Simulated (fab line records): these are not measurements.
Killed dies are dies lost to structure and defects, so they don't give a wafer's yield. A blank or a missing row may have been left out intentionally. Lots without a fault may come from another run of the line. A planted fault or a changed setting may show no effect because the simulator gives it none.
Chamber matching + flow n5 finfet + 4 sister chambers for N5_ILD0_CMP_03 on cmp-04
The step polishes, stops on SiNx, t overpolish 1.9 s, target thk 197.38 nm. 4 wafers are shown with their chamber, then 8 later ones without.

EACH WAFER AND ITS CHAMBER
| wafer  | chamber | motor current A (A) |
|--------|---------|---------------------|
| L471.4 | 3       | 12.6                |
| L474.1 | 2       | 10.8                |
| L474.6 | 1       | 13.7                |
| L484.1 | 0       | 9.9                 |

WAFERS WITHOUT THEIR CHAMBER
| wafer  | motor current A (A) |
|--------|---------------------|
| L484.4 | 11.3                |
| L484.6 | 12.8                |
| L487.2 | 13.7                |
| L487.3 | 12.0                |
| L487.4 | 11.1                |
| L491.1 | 13.9                |
| L491.3 | 9.7                 |
| L491.6 | 12.5                |

WHICH CHAMBER EACH WENT THROUGH
| wafer  | from the rows above     | in truth |
|--------|-------------------------|----------|
| L484.4 | 2                       | 2        |
| L484.6 | 3                       | 3        |
| L487.2 | 1                       | 1        |
| L487.3 | can't be placed: 3 or 2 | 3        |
| L487.4 | 2                       | 2        |
| L491.1 | 1                       | 1        |
| L491.3 | 0                       | 0        |
| L491.6 | 3                       | 3        |
Placed correctly: 7 of 8. These rows do not allow placing 1 (true chamber among the candidates in 1). Placed wrongly: 0.
How it was worked out, from the rows above alone: a wafer's distance from a chamber is the root of the sum, over the readings, of the square of ((its reading less the chamber's mean) divided by the reading's scatter). If the next closest chamber is less than 2 further off than the closest, the wafer can't be placed; otherwise it belongs to the closest. Each chamber's mean is taken over the wafers shown for it. The scatter: with one shown wafer a chamber, the root of the mean of the squares of how far each hidden wafer lies from its nearest shown one.
